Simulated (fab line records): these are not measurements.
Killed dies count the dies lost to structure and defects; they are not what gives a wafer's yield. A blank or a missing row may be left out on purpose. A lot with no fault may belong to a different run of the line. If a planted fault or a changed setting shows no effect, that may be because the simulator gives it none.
Split-lot study + flow n5-finfet + on a route of 1938 steps: 7 lots, 21 wafers read

## THE SPLIT ITSELF
At N5_FIN_SAQP_EXPOSE_13 (exposes mask FIN CORE, target cd 35.6 nm), the setting dose-mj was moved away from the recipe's 63.25 on 4 of the 21 wafers read, by -3.0% to +6.5%. This setting was run at the recipe's value on the other wafers.

## FROM THE SPLIT TO THE READING: what the file shows between them, 2 steps
- N5_FIN_SAQP_PEB_14: peb time 60 s
- N5_FIN_SAQP_DEVELOP_15: develop time 30 s

## THE READING
Shown in nm: cd-nm at N5_FIN_SAQP_CD_MEAS_16, with target cd 35.6 nm. Typical for fault-free wafers on this fab line: 35.4 nm, with standard deviation 0.39 nm.

| wafer  | tool, chamber at the split | dose-mj as run | against the recipe | cd-nm, nm | against lot-mates on the recipe |
|--------|----------------------------|----------------|--------------------|-----------|---------------------------------|
| L077.1 | arfi-scanner-01, 0         | 61.36          | -3.0%              | 36.8      | +1.5                            |
| L077.2 | arfi-scanner-01, 0         | 61.36          | -3.0%              | 36.4      | +1.1                            |
| L077.4 | arfi-scanner-01, 0         | 63.25          | recipe             | 35.3      | -                               |
| L078.2 | arfi-scanner-01, 0         | 63.25          | recipe             | 34.6      | -                               |
| L078.3 | arfi-scanner-01, 0         | 63.25          | recipe             | 34.9      | -                               |
| L078.6 | arfi-scanner-01, 0         | 63.25          | recipe             | 35.2      | -                               |
| L079.2 | arfi-scanner-02, 0         | 63.25          | recipe             | 36.2      | -                               |
| L079.3 | arfi-scanner-02, 0         | 65.63          | +3.8%              | 34.7      | -1.2                            |
| L079.4 | arfi-scanner-02, 0         | 63.25          | recipe             | 35.7      | -                               |
| L087.1 | arfi-scanner-02, 0         | 63.25          | recipe             | 35.8      | -                               |
| L087.2 | arfi-scanner-02, 0         | 63.25          | recipe             | 35.7      | -                               |
| L087.6 | arfi-scanner-02, 0         | 63.25          | recipe             | 35.0      | -                               |
| L090.1 | arfi-scanner-03, 0         | 63.25          | recipe             | 35.5      | -                               |
| L090.5 | arfi-scanner-03, 0         | 63.25          | recipe             | 35.3      | -                               |
| L090.6 | arfi-scanner-03, 0         | 67.35          | +6.5%              | 33.5      | -1.9                            |
| L092.1 | arfi-scanner-01, 0         | 63.25          | recipe             | 35.5      | -                               |
| L092.5 | arfi-scanner-01, 0         | 63.25          | recipe             | 35.8      | -                               |
| L092.6 | arfi-scanner-01, 0         | 63.25          | recipe             | 35.5      | -                               |
| L095.3 | arfi-scanner-03, 0         | 63.25          | recipe             | 35.7      | -                               |
| L095.4 | arfi-scanner-03, 0         | 63.25          | recipe             | 35.2      | -                               |
| L095.5 | arfi-scanner-03, 0         | 63.25          | recipe             | 35.9      | -                               |

FIT RESULTS
A straight line over all 21 wafers: cd-nm changes by -0.305 nm for each +1% of dose-mj; r = -0.84; the points scatter about the line by 0.39 nm.
The same after taking each lot's own level away (the mean of its wafers on the recipe; 21 wafers): -0.337 nm for each +1%; r = -0.93; scatter 0.26 nm.
Per that fit: largest dose-mj move, reading shift of 2.2 nm.
Measured against the standard deviation above, the lots' own levels, which go from 34.90 to 35.95 nm, span 2.7 times it.
So the lot-to-lot level changes the slope little: the two slopes agree.
Check: for one of the wafers moved furthest among these (+6.5%), held out of the fit, the line's prediction against its lot-mates is -2.49 nm. It came out at -1.9 nm against them.

## THE FILE'S OWN FIT
cd-nm changes by -0.319 nm for each +1% of dose-mj, r = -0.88.
